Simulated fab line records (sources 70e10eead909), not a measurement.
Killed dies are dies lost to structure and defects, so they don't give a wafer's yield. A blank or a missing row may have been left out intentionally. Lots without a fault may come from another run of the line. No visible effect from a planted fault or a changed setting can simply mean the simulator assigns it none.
A struck lot beside a sound one -- flow nand harc -- 15 out of 1302 route steps
Sound: wafers L274.1, L274.3, L274.4. Struck: wafer L284.4. (L284.5, L284.6 of the same lot were not struck and are left out.) The cause comes at the end.
Per side, at each step with rows, come the tool, then ch with its chambers, and then its first start. Under that, the readings that differ: sound wafers -- struck wafers -- difference of the means -- sigmas: that difference in standard deviations of wafers without a fault.
alike: same words and numbers on both sides, and readings whose means sit less than 2 such deviations apart. not compared: any withheld reading, any reading some wafer has no value for, any bound like >300 that may hide the same value, and any number with overlapping values for which the record gives no deviation.
Wherever a step has rows on one side only, a row that says differs or no value, or a row with sigmas, the two part there. Numbers that don't overlap but have no deviation are shown without sigmas and don't part them. A reading that every wafer of one side lacks parts them only if that side has two wafers or more.

NHARC_P_M1_CD_MEAS_09: target cd 130 nm.
  sound on cd sem-01 ch 0, day 6 16:23; struck on cd sem-01 ch 0, day 10 20:24
  alike: cd nm
NHARC_P_M1_OVL_MEAS_10: pitch 260 nm.
  sound on overlay-02 at day 6 16:28; struck on overlay-01 at day 10 20:29
  alike: overlay x nm, overlay y nm
NHARC_P_M1_INSPECT_11:
  sound on defect inspect-02 at day 6 16:31; struck on defect inspect-02 at day 10 20:31
  alike: raw defect count
NHARC_P_M1_DESCUM_14: chemistry O2, time 3 s.
  sound on rie diel-04 ch 0,1,3, day 6 16:34; struck on rie diel-04 ch 1, day 10 20:35
  alike: drypump motor current A, oes product au, rf vpp V, showerhead plenum p Torr, throttle valve pct
  not compared: rf hours counter h
NHARC_P_M1_ETCH_35: etches the open film in N2/H2, target depth 40 nm, overetch 12 nm, time 43.94 s.
  sound on rie diel-04 ch 0,1,3, day 6 16:41; struck on rie diel-04 ch 0, day 10 20:40
  alike: drypump motor current A, oes product au, rf vpp V, showerhead plenum p Torr, throttle valve pct
  not compared: rf hours counter h
NHARC_P_M1_ETCH_15: etches the open film in C4F8/Ar, target depth 182.5 nm, time 91.2 s.
  sound on rie diel-04 ch 0,1,3; struck on rie diel-04 ch 0
  alike: oes product au, rf vpp V
  not compared: rf hours counter h
NHARC_P_M1_CD_MEAS_16:
  sound on cd sem-02 at day 6 16:55; struck on cd sem-01 at day 10 20:55
  alike: cd nm
NHARC_P_M1_STRIP_18: strips in N2/H2.
  sound on rie diel-10 ch 0,2,3, day 6 17:01; struck on rie diel-10 ch 2, day 10 20:59
reading,sound,struck,difference,sigmas
rf hours counter h (h),4 3 4,10,+6,
rf vpp V (V),90.4 89.6 90.1,92.3,+2.3,+2
  alike: drypump motor current A, oes product au, showerhead plenum p Torr, throttle valve pct
then, 3 steps without rows for these wafers: NHARC_P_M1_ETCH_28 (etches the open film in CF4/N2, target depth 30 nm, time 72.99 s); NHARC_P_M1_STRIP_19 (strips in post etch residue remover, time 600 s); NHARC_P_M1_DEGAS_29 (time 60 s).
NHARC_P_M1_PRE_CLEAN_30: time 30 s.
  sound on pvd sputter-01; struck on pvd sputter-01
  alike: heater power w
NHARC_P_M1_PVD_20: deposits TaN, target thk 5 nm, time 8.06 s.
  sound on pvd sputter-01 at day 6 17:47; struck on pvd sputter-01 at day 10 21:46
reading,sound,struck,difference,sigmas
time s (s),8.06 8.06 8.06,12.078,+4.018,
  alike: throttle valve pct
then, 1 step without rows for these wafers: NHARC_P_M1_PVD_21 (deposits Cu, target thk 30 nm, time 20.49 s).
-- record jumps: 18 days between struck wafers' starts before vs after; left off in module P_M1, resumes in module END, first step shown is number 1302 of the route --
NHARC_END_SORT_01:
  sound on prober-02 ch 0, day 24 16:13; struck on prober-02 ch 0, day 28 17:17
reading,sound,struck,difference,sigmas
killed at other,1 1 2,4,+3,+2
  alike: defect limited yield, killed at array, killed at periphery, killed dies, killed open, killed short

== WHERE THEY PART ==
Earliest at NHARC_P_M1_STRIP_18; latest, in this record, at NHARC_END_SORT_01.

WHY: whatever the simulator had introduced
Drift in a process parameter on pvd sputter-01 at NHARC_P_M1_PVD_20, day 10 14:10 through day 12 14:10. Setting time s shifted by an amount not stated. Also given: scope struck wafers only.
